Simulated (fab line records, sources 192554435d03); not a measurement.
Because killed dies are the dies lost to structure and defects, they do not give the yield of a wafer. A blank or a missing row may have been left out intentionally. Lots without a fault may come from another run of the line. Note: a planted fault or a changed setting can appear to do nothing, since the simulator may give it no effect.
Struck lot and sound lot, side by side :: flow n5_finfet :: 39 out of 1938 route steps
Sound: wafers L275.2, L275.5, L275.6. Struck: wafer L283.6; the same lot's L283.1 was not struck, so it is left out; see the end for the cause.
Each step with rows lists, per side, the tool, then ch with its chambers, then its first start. Under that, the readings that differ: sound wafers :: struck wafers :: difference of the means :: sigmas: that difference in standard deviations of wafers without a fault.
alike: readings with means less than 2 such deviations apart, plus words and numbers identical on both sides. not compared: withheld readings, readings lacking a value on some wafer, bounds such as >300 that could conceal the same value, and numbers that have no deviation in the record and whose values overlap.
The two part at a step that has a row with sigmas, a row that says differs or no value, or rows on one side only. Numbers that don't overlap but have no deviation are shown without sigmas and don't part them. A reading missing from all wafers of one side parts the sides only when that side holds two or more wafers.

first, 9 steps without rows for these wafers: N5_BEOL_M4_ANNEAL_95 (time 240 s); N5_BEOL_M4_SPUTTER_96 (material Cu, target thk 4.5 nm, time 8.29 s); N5_BEOL_M4_ECD_50 (material Cu, target thk 300 nm); N5_BEOL_M4_ANNEAL_51 (time 90 s); N5_BEOL_M4_CMP_52 (polishes, stops on SiOC, t overpolish 6.8 s, target thk 40 nm); N5_BEOL_M4_PRE_CLEAN_60 (time 15 s); N5_BEOL_M4_CO_CAP_55 (material Co, precursor CCTBA/H2, target thk 2 nm, time 102.1 s); N5_BEOL_M4_PRE_CLEAN_56 (time 15 s); N5_BEOL_M4_DEP_57 (deposits SiCN from 3MS/NH3, target thk 8 nm, time 14 s).
N5_BEOL_M4_RC_MEAS_101:
  sound on prober-01 ch 0, day 16 22:52; struck on prober-01 ch 0, day 17 15:22
reading: ION_N (uA/um)
sound: 677 669 685
struck: 651
difference: -26
sigmas: -2
  alike: DIBL_N, DIBL_P, IOFF_N, IOFF_P, ION_P, SS_N, SS_P, VT_N, VT_P
then, 24 steps without rows for these wafers: N5_BEOL_M5_ILD_DEP_00 (deposits SiCOH lowk from DEMS/porogen, target thk 140.64 nm, time 25.9 s); N5_BEOL_M5_CURE_79 (cures SiCOH lowk, time 240 s); N5_BEOL_M5_PECVD_70 (deposits SiO2 from TEOS/O2, target thk 16 nm, time 18 s); N5_BEOL_M5_HM_DEP_02 (deposits TiN, target thk 20 nm); N5_BEOL_M5_COAT_59 (time 60 s, resist thk 60 nm); N5_BEOL_M5_COAT_60 (time 60 s, resist thk 12 nm); N5_BEOL_M5_COAT_71 (time 60 s, resist thk 5 nm); N5_BEOL_M5_COAT_05 (resist thk 30 nm); N5_BEOL_M5_EBR_07; N5_BEOL_M5_SOFTBAKE_06 (time 60 s); N5_BEOL_M5_EXPOSE_08 (exposes mask M5, target cd 28 nm); N5_BEOL_M5_PEB_09 (peb time 60 s); N5_BEOL_M5_DEVELOP_10 (develop time 30 s); N5_BEOL_M5_DESCUM_16 (chemistry O2, time 7 s); N5_BEOL_M5_ETCH_72 (etches underlayer in N2/H2, target depth 6.5 nm, time 5.2 s); N5_BEOL_M5_ETCH_61 (etches SiARC in CF4, target depth 15.6 nm, time 26 s); N5_BEOL_M5_ETCH_62 (etches SOC in N2/H2, target depth 75 nm, overetch 15 nm, time 112.5 s); N5_BEOL_M5_STRIP_63 (strips in N2/H2); N5_BEOL_M5_STRIP_73 (strips in N2/H2); N5_BEOL_M5_STRIP_64 (strips in CF4); N5_BEOL_M5_HM_OPEN_17 (chemistry Cl2/BCl3, target TiN, target depth 20 nm, overetch 6 nm); N5_BEOL_M5_STRIP_19 (strips in O2); N5_BEOL_M5_COAT_65 (time 60 s, resist thk 60 nm); N5_BEOL_M5_COAT_66 (time 60 s, resist thk 12 nm).
N5_BEOL_M8_EXPOSE_25: exposes mask V7, target cd 40 nm.
  sound on euv_scanner-02 ch 0, day 18 18:45; struck on euv_scanner-02 ch 0, day 19 05:01
  alike: mask
N5_BEOL_M8_CD_MEAS_28 targets a cd of 40 nm.
  sound on cd_sem-03 ch 0, day 18 18:53; struck on cd_sem-03 ch 0, day 19 05:08
reading: cd_nm (nm)
sound: 39.78 40.08 40.10
struck: 30.82
difference: -9.17
sigmas: -38
N5_BEOL_M8_DESCUM_33: chemistry O2, time 7 s.
  sound on rie_diel-03 ch 2,3, day 18 19:00; struck on rie_diel-02 ch 0, day 19 05:39
reading: rf_vpp_V (V)
sound: 245.1 245.1 244.6
struck: 241.9
difference: -3.0
sigmas: -2

reading: throttle_valve_pct (%)
sound: 20.27 20.04 20.25
struck: 20.69
difference: +0.50
sigmas: +2

reading: model.BEOL_M8.cd_nm (nm)
sound: 40.2 40.2 40.2
struck: 30.8
difference: -9.4
sigmas: 
  alike: drypump_motor_current_A, oes_product_au, showerhead_plenum_p_Torr
  not compared: rf_hours_counter_h
N5_BEOL_M8_VIA_ETCH_34: etches SiCOH lowk in C4F6/O2, target depth 125.5 nm, time 50.5 s.
  sound on rie_diel-03 ch 2,3, day 18 19:11; struck on rie_diel-02 ch 0, day 19 05:50
reading: rf_vpp_V (V)
sound: 659 660 658
struck: 700
difference: +41
sigmas: +3

reading: model.BEOL_M8.cd_nm (nm)
sound: 40.8 40.2 40.8
struck: 30.4
difference: -10.2
sigmas: 
  alike: drypump_motor_current_A, oes_product_au, showerhead_plenum_p_Torr, throttle_valve_pct
  not compared: rf_hours_counter_h
-- record jumps: 3 days separate the struck wafers' starts on either side; left off in module BEOL_M8, taken up again in module PASSIVATION, whose first shown step is the route's number 1936 --
N5_PASSIVATION_PROBE_49:
  sound on prober-01, day 22 06:39; struck on prober-02, day 22 16:02
reading: defect_limited_yield (%)
sound: 87.5 89.9 89.2
struck: 0
difference: -89
sigmas: -59

reading: killed_at_M0_to_M3
sound: 60 51 60
struck: 21
difference: -36
sigmas: -3

reading: killed_at_M4_up
sound: 13 7 15
struck: 1098
difference: +1086
sigmas: +99 or more

reading: killed_dies
sound: 147 119 127
struck: 1180
difference: +1049
sigmas: +58

reading: killed_on_rim
sound: 20 16 17
struck: 152
difference: +134
sigmas: +37

reading: killed_short
sound: 66 35 41
struck: 20
difference: -27
sigmas: -3

reading: sort_n_pass
sound: 1033 1061 1053
struck: 0
difference: -1049
sigmas: -58

reading: sort_yield_pct (%)
sound: 87.5 89.9 89.2
struck: 0
difference: -89
sigmas: -59
  alike: killed_at_contacts, killed_at_front_end, killed_at_other, killed_open, sort_bin_5_function, sort_bin_6_memory

## WHERE THEY PART
At N5_BEOL_M4_RC_MEAS_101 first; at N5_PASSIVATION_PROBE_49 last (within this record only).

WHY: the cause the simulator had injected
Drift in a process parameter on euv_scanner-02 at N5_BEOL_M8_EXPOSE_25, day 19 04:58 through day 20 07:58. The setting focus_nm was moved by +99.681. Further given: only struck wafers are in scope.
